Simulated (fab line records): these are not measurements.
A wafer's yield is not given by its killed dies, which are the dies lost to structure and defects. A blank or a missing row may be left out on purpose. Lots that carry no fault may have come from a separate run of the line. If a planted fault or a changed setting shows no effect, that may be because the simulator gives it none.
Split-lot study / flow n5_finfet / 21 wafers read from 7 lots, route of 1938 steps

ABOUT THE SPLIT
At N5_FIN_CUT_COAT_18 (time 60 s, resist thk 230 nm), the setting spin_rpm was moved away from the recipe's 1500 rpm on 10 of the 21 wafers read, by -7.8% to +9.7%. All remaining wafers had this setting at the recipe value.

FROM THE SPLIT TO THE READING: what the file shows between them, 4 steps
- N5_FIN_CUT_COAT_19: time 60 s, resist thk 20 nm
- N5_FIN_CUT_COAT_29: time 60 s, resist thk 10 nm
- N5_FIN_CUT_ETCH_30: etches underlayer in N2/H2, target depth 13 nm, time 10.4 s
- N5_FIN_CUT_ETCH_20: etches SiARC in CF4, target depth 26 nm, time 43.3 s

THE READING
etch.depth_nm (the simulator's own value, which no gauge read), in nm, at N5_FIN_CUT_ETCH_21 (etches SOC in N2/H2, target depth 219 nm, overetch 43.8 nm, time 523.5 s). The file does not state a usual value for it. Here, 11 wafers ran the recipe; their average is 230.3 nm with a standard deviation of 0.57 nm.

wafer=L083.2; tool, chamber at the split=litho_track-01, 0; spin_rpm as run, rpm=1628; against the recipe=+8.5%; etch.depth_nm, nm=220.7; against lot-mates on the recipe=-9.9
wafer=L083.3; tool, chamber at the split=litho_track-01, 0; spin_rpm as run, rpm=1628; against the recipe=+8.5%; etch.depth_nm, nm=220.5; against lot-mates on the recipe=-10.1
wafer=L083.4; tool, chamber at the split=litho_track-01, 0; spin_rpm as run, rpm=1500; against the recipe=recipe; etch.depth_nm, nm=230.6; against lot-mates on the recipe=-
wafer=L086.2; tool, chamber at the split=litho_track-05, 0; spin_rpm as run, rpm=1500; against the recipe=recipe; etch.depth_nm, nm=228.9; against lot-mates on the recipe=-
wafer=L086.3; tool, chamber at the split=litho_track-05, 0; spin_rpm as run, rpm=1500; against the recipe=recipe; etch.depth_nm, nm=230.4; against lot-mates on the recipe=-
wafer=L086.6; tool, chamber at the split=litho_track-05, 0; spin_rpm as run, rpm=1500; against the recipe=recipe; etch.depth_nm, nm=229.5; against lot-mates on the recipe=-
wafer=L088.2; tool, chamber at the split=litho_track-01, 0; spin_rpm as run, rpm=1500; against the recipe=recipe; etch.depth_nm, nm=230.7; against lot-mates on the recipe=-
wafer=L088.3; tool, chamber at the split=litho_track-01, 0; spin_rpm as run, rpm=1500; against the recipe=recipe; etch.depth_nm, nm=230.3; against lot-mates on the recipe=-
wafer=L088.6; tool, chamber at the split=litho_track-01, 0; spin_rpm as run, rpm=1383; against the recipe=-7.8%; etch.depth_nm, nm=240.3; against lot-mates on the recipe=+9.8
wafer=L090.4; tool, chamber at the split=litho_track-01, 0; spin_rpm as run, rpm=1646; against the recipe=+9.7%; etch.depth_nm, nm=219.6; against lot-mates on the recipe=-10.9
wafer=L090.5; tool, chamber at the split=litho_track-01, 0; spin_rpm as run, rpm=1500; against the recipe=recipe; etch.depth_nm, nm=230.5; against lot-mates on the recipe=-
wafer=L090.6; tool, chamber at the split=litho_track-01, 0; spin_rpm as run, rpm=1646; against the recipe=+9.7%; etch.depth_nm, nm=219.1; against lot-mates on the recipe=-11.4
wafer=L092.2; tool, chamber at the split=litho_track-05, 0; spin_rpm as run, rpm=1500; against the recipe=recipe; etch.depth_nm, nm=229.9; against lot-mates on the recipe=-
wafer=L092.3; tool, chamber at the split=litho_track-05, 0; spin_rpm as run, rpm=1625; against the recipe=+8.3%; etch.depth_nm, nm=220.2; against lot-mates on the recipe=-9.7
wafer=L092.5; tool, chamber at the split=litho_track-05, 0; spin_rpm as run, rpm=1625; against the recipe=+8.3%; etch.depth_nm, nm=220.7; against lot-mates on the recipe=-9.2
wafer=L094.1; tool, chamber at the split=litho_track-04, 0; spin_rpm as run, rpm=1410; against the recipe=-6.0%; etch.depth_nm, nm=237; against lot-mates on the recipe=no lot-mate on the recipe
wafer=L094.2; tool, chamber at the split=litho_track-04, 0; spin_rpm as run, rpm=1410; against the recipe=-6.0%; etch.depth_nm, nm=237.2; against lot-mates on the recipe=no lot-mate on the recipe
wafer=L094.3; tool, chamber at the split=litho_track-04, 0; spin_rpm as run, rpm=1410; against the recipe=-6.0%; etch.depth_nm, nm=237.3; against lot-mates on the recipe=no lot-mate on the recipe
wafer=L096.3; tool, chamber at the split=litho_track-01, 0; spin_rpm as run, rpm=1500; against the recipe=recipe; etch.depth_nm, nm=230.8; against lot-mates on the recipe=-
wafer=L096.4; tool, chamber at the split=litho_track-01, 0; spin_rpm as run, rpm=1500; against the recipe=recipe; etch.depth_nm, nm=230.7; against lot-mates on the recipe=-
wafer=L096.5; tool, chamber at the split=litho_track-01, 0; spin_rpm as run, rpm=1500; against the recipe=recipe; etch.depth_nm, nm=230.7; against lot-mates on the recipe=-

THE FIT
A straight line over all 21 wafers: etch.depth_nm changes by -1.16 nm for each +1% of spin_rpm; r = -1.00; the points scatter about the line by 0.52 nm.
The same after taking each lot's own level away (the mean of its wafers on the recipe; 18 wafers): -1.17 nm for each +1%; r = -1.00; scatter 0.36 nm.
Per that fit: largest spin_rpm move, reading shift of 11 nm.
The lots' own levels span 229.60 to 230.73 nm, that is 2.0 times the standard deviation above.
Hence the lot-to-lot level has little effect on the slope; both slopes agree.
Check: with one of the wafers moved furthest among these (+9.7%) left out of the fit, the line predicts -11.4 nm for it against its lot-mates. It came out at -10.9 nm against them.

ADDITIONAL SPLITS CARRIED BY THESE WAFERS
Before the reading, these wafers also passed through other splits. Each is held against what the fit with the lots' levels taken away leaves over:
other split on the same wafers=N5_ZERO_LAYER_ETCH_18 bias_w; wafers away from the commonest value=8; r with etch.depth_nm (lot level and that fit taken away)=-0.33
other split on the same wafers=N5_FIN_SAQP_PECVD_06 time_s; wafers away from the commonest value=8; r with etch.depth_nm (lot level and that fit taken away)=+0.15
other split on the same wafers=N5_FIN_SAQP_EXPOSE_13 dose_mj; wafers away from the commonest value=9; r with etch.depth_nm (lot level and that fit taken away)=-0.02
other split on the same wafers=N5_FIN_SAQP_FIN_ETCH_36 icp_w; wafers away from the commonest value=5; r with etch.depth_nm (lot level and that fit taken away)=-0.07

THE WHOLE CHAIN: every reading that the file lists as answering this split, in the file's order
step=N5_FIN_CUT_COAT_18; what it does=time 60 s, resist thk 230 nm; reading=SOC_of_FIN_CUT_COAT_18.thk_nm (the simulator's own value, which no gauge read); change (the file's fit)=-1.16 nm for each +1% of the setting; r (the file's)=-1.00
step=N5_FIN_CUT_ETCH_21; what it does=etches SOC in N2/H2, target depth 219 nm, overetch 43.8 nm, time 523.5 s; reading=etch.depth_nm (the simulator's own value, which no gauge read); change (the file's fit)=-1.17 nm for each +1% of the setting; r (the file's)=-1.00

THE FILE'S OWN FIT
etch.depth_nm changes by -1.17 nm for each +1% of spin_rpm, r = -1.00.
